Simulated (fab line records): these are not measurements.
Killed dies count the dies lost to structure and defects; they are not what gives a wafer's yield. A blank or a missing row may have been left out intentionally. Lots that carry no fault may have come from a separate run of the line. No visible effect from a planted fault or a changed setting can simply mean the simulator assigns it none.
fab line records    flow nand_harc
record lots=7  wafers=21  last_day=34
route steps=1302 shown A_STAIRCASE@641 END@1302
lots that met no fault: taken from a fault-free run of the same line
start_h: the number of hours between the record's first day and the start of the first shown wafer of the lot    wait_h: how many hours have passed since the lot's step before this one    " unchanged from the row above    L1.1+2: a single row standing in for several wafers    - no value present, or no start provided    * or withheld: withheld    < > ~ a bound
route shown NAME@n: NAME is a module with steps in the file, n the number in the route of the first one    usual: mean and standard deviation over wafers with no fault    same: alike in all rows    chamber/n: place in a boat    sites: per-site readings    _std_site: how widely they spread, as a standard deviation    _edge_site: mean of outer sites minus mean of inner sites    radius_mm: for every site, how far away it sits from the centre of the wafer    mask NAME#n: copy n    behind: the tool/chamber that last shaped the wafer    hold: why the lot went on hold/how many hours it stayed there/how the hold came to an end    device: names the non-switching transistor (n, p or np)    end of line: the same wafers' tests at the end of the route    where a step has no rows: the recipe by itself    killed: the dies lost at the first sort to structure and to defects; this is not the yield of the wafer    map: dies across one wafer; x = killed, . = not, _ = none there
set.NAME: setting as actually run; set.NAME@STEP: the setting as run at that earlier step    model.NAME: the simulator's own value behind a step, which no gauge read
a table for each step, a row for each wafer; lots at some steps of the route
services: a tool's chamber out of use, with start hour (start_h, from the record's first day; less than 0 if before it), hours out, and reason
## steps
# step NHARC_A_STAIRCASE_HMDS_159
# recipe time_s=30
# step NHARC_A_STAIRCASE_COAT_160
# recipe spin_rpm=1200
# step NHARC_A_STAIRCASE_SOFTBAKE_161
# recipe temp_c=135  time_s=170
# step NHARC_A_STAIRCASE_EBR_162
# step NHARC_A_STAIRCASE_EXPOSE_163
# recipe na=0.5  dose_mj=20.01  mask_id=STAIR_OPEN
# step NHARC_A_STAIRCASE_PEB_164
# recipe peb_temp_c=115  peb_time_s=130
# step NHARC_A_STAIRCASE_DEVELOP_165
# recipe time_s=140
# step NHARC_A_STAIRCASE_HARDBAKE_167
# recipe temp_c=120  time_s=140
# step NHARC_A_STAIRCASE_DESCUM_168
# recipe time_s=3  o2_flow_sccm=200  ar_flow_sccm=0  bias_power_w=0  chemistry=O2
# usual drypump_motor_current_A=5.8/0.45  oes_product_au=1.002/0.011  rf_vpp_V=57.8/0.93  showerhead_plenum_p_Torr=1.90/0.095  throttle_valve_pct=11.311/0.0091
lot.wafer  tool         chamber  start_h  wait_h  drypump_motor_current_A  oes_product_au  rf_hours_counter_h  rf_vpp_V  showerhead_plenum_p_Torr  throttle_valve_pct
L283.2     rie_diel-08  1        368.65   -       6.6                      1.008           65                  57.5      1.88                      11.304
L283.1     "            2        "        "       6.5                      1.015           58                  58.5      2.00                      11.308
L283.6     "            2        "        "       6.5                      1.015           -                   59.6      2.00                      11.311
L296.3     rie_diel-07  3        502.13   -       5.4                      0.990           5                   56.5      1.82                      11.320
L296.6     "            1        "        "       5.3                      1.002           -                   59.6      1.96                      11.316
L296.5     "            2        "        "       6.1                      1.002           -                   58.4      2.06                      11.310
L297.4     rie_diel-07  0        513.63   -       6.0                      1.003           9                   56.6      1.78                      11.314
L297.1     "            1        "        "       5.3                      1.002           11                  59.3      1.96                      11.306
L297.2     "            3        "        "       5.5                      0.994           9                   56.8      1.82                      11.317
L300.3     rie_diel-10  3        532.43   -       5.4                      1.003           29                  57.8      1.81                      11.290
L300.1     "            0        "        "       5.5                      1.010           32                  57.0      1.83                      11.296
L300.2     "            2        "        "       5.6                      1.021           32                  56.5      1.78                      11.308
L299.4     rie_diel-08  2        536.42   -       6.5                      1.008           53                  55.7      1.98                      11.299
L299.6     "            0        "        "       5.9                      0.988           -                   58.0      2.02                      11.308
L299.5     "            1        "        "       6.6                      1.014           -                   58.1      1.86                      11.308
L302.4     rie_diel-07  0        577.63   -       5.9                      0.989           26                  58.1      1.78                      11.298
L302.3     "            1        "        "       5.3                      0.986           29                  58.1      1.96                      11.297
L302.5     "            3        "        "       5.5                      0.979           -                   58.3      1.82                      11.314
L303.4     rie_diel-07  2        582.05   -       6.1                      1.009           31                  56.4      2.05                      11.316
L303.3     "            0        "        "       5.9                      1.001           28                  55.8      1.78                      11.317
L303.5     "            2        "        "       6.1                      1.000           -                   58.3      2.05                      11.296
# step NHARC_A_STAIRCASE_ETCH_169
# recipe target_depth_a=500  time_s=107.1  ion_energy_ev=120  ch3f_flow_sccm=50  o2_flow_sccm=30  ar_flow_sccm=200  rf_w=500  bias_w=100  chemistry=CH3F/O2
# usual drypump_motor_current_A=5.8/0.41  oes_product_au=0.954/0.021  rf_vpp_V=244.0/1.8  showerhead_plenum_p_Torr=2.44/0.12  throttle_valve_pct=20.663/0.0086
lot.wafer  tool         chamber  start_h  wait_h  drypump_motor_current_A  oes_product_au  rf_hours_counter_h  rf_vpp_V  showerhead_plenum_p_Torr  throttle_valve_pct
L283.1     rie_diel-08  3        368.74   0.1     5.7                      0.971           54                  242.9     2.37                      20.651
L283.2     "            2        "        "       6.4                      0.972           58                  245.7     2.56                      20.649
L283.6     "            3        "        "       5.7                      0.969           -                   243.7     2.37                      20.662
L296.3     rie_diel-07  1        502.22   0.1     5.3                      0.967           5                   244.5     2.52                      20.661
L296.6     "            2        "        "       6.2                      0.966           -                   248.0     2.64                      20.664
L296.5     "            3        "        "       5.4                      0.974           -                   242.3     2.35                      20.663
L297.1     rie_diel-07  3        513.81   0.2     5.4                      0.924           9                   242.0     2.34                      20.669
L297.4     "            1        "        "       5.3                      0.924           11                  246.5     2.52                      20.663
L297.2     "            2        "        "       6.1                      0.918           12                  247.3     2.63                      20.656
L300.3     rie_diel-10  1        532.53   0.1     5.3                      0.977           32                  244.2     2.47                      20.655
L300.1     "            2        "        "       5.6                      1.003           32                  241.9     2.30                      20.651
L300.2     "            3        "        "       5.5                      0.957           29                  242.3     2.33                      20.682
L299.4     rie_diel-08  0        536.50   0.1     6.0                      0.959           47                  245.7     2.60                      20.659
L299.5     "            3        "        "       5.7                      0.973           -                   243.2     2.35                      20.669
L299.6     "            0        "        "       6.0                      0.955           -                   246.6     2.60                      20.673
L302.3     rie_diel-07  0        577.72   0.1     6.0                      0.969           26                  242.9     2.29                      20.667
L302.4     "            1        "        "       5.3                      0.969           29                  245.5     2.51                      20.655
L302.5     "            3        "        "       5.4                      0.955           -                   242.2     2.34                      20.654
L303.4     rie_diel-07  1        582.14   0.1     5.3                      0.920           31                  245.0     2.51                      20.662
L303.3     "            3        "        "       5.4                      0.923           29                  242.3     2.34                      20.664
L303.5     "            1        "        "       5.3                      0.927           -                   245.2     2.51                      20.660
# step NHARC_A_STAIRCASE_ETCH_170
# recipe target_depth_a=2000  time_s=66.667  ion_energy_ev=250  c4f6_flow_sccm=25  o2_flow_sccm=20  ar_flow_sccm=500  rf_w=600  bias_w=500  chemistry=C4F6/O2
# usual drypump_motor_current_A=5.8/0.43  oes_product_au=0.974/0.014  rf_vpp_V=547/3.7  showerhead_plenum_p_Torr=3.91/0.18  throttle_valve_pct=26.903/0.0087
lot.wafer  tool         chamber  start_h  wait_h  drypump_motor_current_A  oes_product_au  rf_hours_counter_h  rf_vpp_V  showerhead_plenum_p_Torr  throttle_valve_pct
L283.1     rie_diel-08  3        -        -       5.7                      0.972           54                  544       3.79                      26.913
L283.2     "            1        "        "       6.6                      0.968           65                  546       3.86                      26.906
L283.6     "            2        "        "       6.5                      0.981           -                   551       4.08                      26.900
L296.3     rie_diel-07  3        -        -       5.4                      0.975           5                   542       3.75                      26.908
L296.5     "            2        "        "       6.1                      0.971           -                   552       4.19                      26.894
L296.6     "            3        "        "       5.5                      0.974           -                   543       3.75                      26.903
L297.4     rie_diel-07  2        -        -       6.2                      0.982           12                  553       4.19                      26.915
L297.2     "            3        "        "       5.5                      0.977           9                   544       3.75                      26.901
L297.1     "            0        "        "       5.9                      0.984           9                   542       3.68                      26.900
L300.2     rie_diel-10  2        -        -       5.6                      1.009           32                  541       3.68                      26.902
L300.3     "            3        "        "       5.5                      0.976           29                  544       3.73                      26.905
L300.1     "            0        "        "       5.5                      0.985           32                  544       3.76                      26.915
L299.4     rie_diel-08  0        -        -       6.0                      0.979           47                  550       4.13                      26.892
L299.5     "            0        "        "       6.0                      0.968           -                   550       4.13                      26.903
L299.6     "            1        "        "       6.6                      0.995           -                   545       3.83                      26.916
L302.4     rie_diel-07  2        -        -       6.1                      0.983           28                  551       4.18                      26.902
L302.3     "            0        "        "       6.0                      0.964           26                  541       3.67                      26.914
L302.5     "            2        "        "       6.2                      0.983           -                   553       4.18                      26.895
L303.4     rie_diel-07  3        -        -       5.4                      0.937           29                  543       3.74                      26.897
L303.3     "            1        "        "       5.3                      0.952           31                  547       4.00                      26.905
L303.5     "            0        "        "       6.0                      0.951           -                   542       3.67                      26.909
# step NHARC_A_STAIRCASE_STRIP_171
# recipe power_w=1500  temp_c=250  chemistry=O2
# usual drypump_motor_current_A=5.59/0.18  heater_power_w=354/34
lot.wafer  tool             chamber  start_h  wait_h  drypump_motor_current_A  heater_power_w  rf_hours_counter_h
L283.1     plasma_asher-01  1        368.97   -       5.27                     401             5
L283.2     "                0        "        "       5.61                     330             5
L283.6     "                1        "        "       5.28                     406             -
L296.3     plasma_asher-02  1        502.70   -       5.76                     361             -
L296.5     "                0        "        "       5.69                     310             -
L296.6     "                1        "        "       5.74                     350             -
L297.2     plasma_asher-02  1        514.29   -       -                        -               -
L297.1     "                0        "        "       -                        -               -
L297.4     "                1        "        "       -                        -               -
L300.1     plasma_asher-02  0        532.84   -       -                        -               -
L300.2     "                1        "        "       -                        -               -
L300.3     "                0        "        "       -                        -               -
L299.4     plasma_asher-02  1        537.31   -       -                        -               -
L299.6     "                0        "        "       -                        -               -
L299.5     "                1        "        "       -                        -               -
L302.4     plasma_asher-01  0        578.03   -       5.62                     331             -
L302.3     "                1        "        "       5.29                     432             -
L302.5     "                0        "        "       5.64                     340             -
L303.4     plasma_asher-01  0        582.46   -       5.62                     337             -
L303.3     "                1        "        "       5.29                     417             -
L303.5     "                1        "        "       5.29                     421             -
# step NHARC_A_STAIRCASE_STRIP_172
# recipe time_s=900  temp_c=130  chemistry=SPM
# step NHARC_END_SORT_01
# recipe temp_c=25
# usual killed_at_array=57/17  killed_at_other=0.5/0.82  killed_at_periphery=4.0/2.8  killed_dies=61/18  killed_open=2.9/2  killed_short=2.3/1.7
# same gross_dies=677
lot.wafer  tool       chamber  start_h  wait_h  killed_at_array  killed_at_other  killed_at_periphery  killed_dies  killed_open  killed_short
L300.1     prober-02  0        743.93   2.5     65               0                6                    71           5            2
L300.2     prober-02  0        744.74   2.8     82               2                1                    85           1            1
L300.3     prober-02  0        745.56   3.1     66               1                7                    74           1            4
# killed by level:class
L300.1 A_SLIT:chamber_film_flake=29 A_CHANNEL_HOLE_D1:chamber_film_flake=20 A_CONTACT:chamber_film_flake=7 P_M2:chamber_film_flake=2 A_STAIRCASE:chamber_film_flake=2 P_GATE:geometric_particle:open=1 P_M0:geometric_particle:open=1 A_ONON_D1:geometric_particle:open=1
L300.2 A_SLIT:chamber_film_flake=38 A_CHANNEL_HOLE_D1:chamber_film_flake=34 A_STAIRCASE:chamber_film_flake=4 A_CONTACT:chamber_film_flake=2 THIN_TSV:chamber_film_flake=2 A_ONON_D1:geometric_particle:open=1 A_CHANNEL_FILL_D2:geometric_particle:short=1 P_GATE:chamber_film_flake=1
L300.3 A_SLIT:chamber_film_flake=33 A_CHANNEL_HOLE_D1:chamber_film_flake=20 A_STAIRCASE:chamber_film_flake=7 P_ZERO_WELL:chamber_film_flake=2 P_M2:chamber_film_flake=2 A_WL_FILL:chamber_film_flake=2 A_CONTACT:chamber_film_flake=2 P_GATE:geometric_particle:short=1
## services
tool             chamber  start_h  hours  kind
rie_diel-07      0        353.27   -      clean
rie_diel-07      1        353.27   -      clean
rie_diel-07      2        353.27   -      clean
rie_diel-07      3        353.27   -      clean
rie_diel-07      1        355.11   4.6    repair
plasma_asher-02  -        355.43   8.5    repair
rie_diel-08      -        369.81   9.0    pm
rie_diel-07      0        378.69   -      clean
rie_diel-07      1        378.69   -      clean
rie_diel-07      2        378.69   -      clean
rie_diel-07      3        378.69   -      clean
rie_diel-10      1        394.34   6.8    repair
plasma_asher-02  -        407.81   1.6    repair
rie_diel-10      3        419.27   15.5   repair
rie_diel-10      -        420.36   9.0    pm
plasma_asher-02  -        426.17   9.0    pm
rie_diel-10      1        436.12   3.5    repair
plasma_asher-01  -        457.62   109.0  repair
rie_diel-07      -        473.60   9.0    pm
rie_diel-08      -        546.81   9.0    pm
plasma_asher-01  -        566.62   9.0    pm
rie_diel-08      1        569.81   4.9    repair
rie_diel-08      2        575.61   5.2    repair
rie_diel-08      3        575.88   4.1    repair
## key
first_sign step=NHARC_A_STAIRCASE_STRIP_171  reading=tool_record  direction=missing
effect none on later readings
met_at NHARC_A_STAIRCASE_STRIP_171
struck_wafers L297.1,L297.2,L297.4,L299.4,L299.5,L299.6,L300.1,L300.2,L300.3
tester_left_out L297,L299,L300
onset_between 502.70 514.29
fault kind=skipped_step_whole  tool=plasma_asher-02  chamber=-  onset_h=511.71  steps=NHARC_A_STAIRCASE_STRIP_171  scope=struck_lots_only
# tester_left_out: of these lots the tester's yield and bins aren't shown, on N5 and GAA mostly nor the transistor test; their killed dies are dies lost to structure and defects alone, not to doping, threshold or leakage, so they don't give the yield
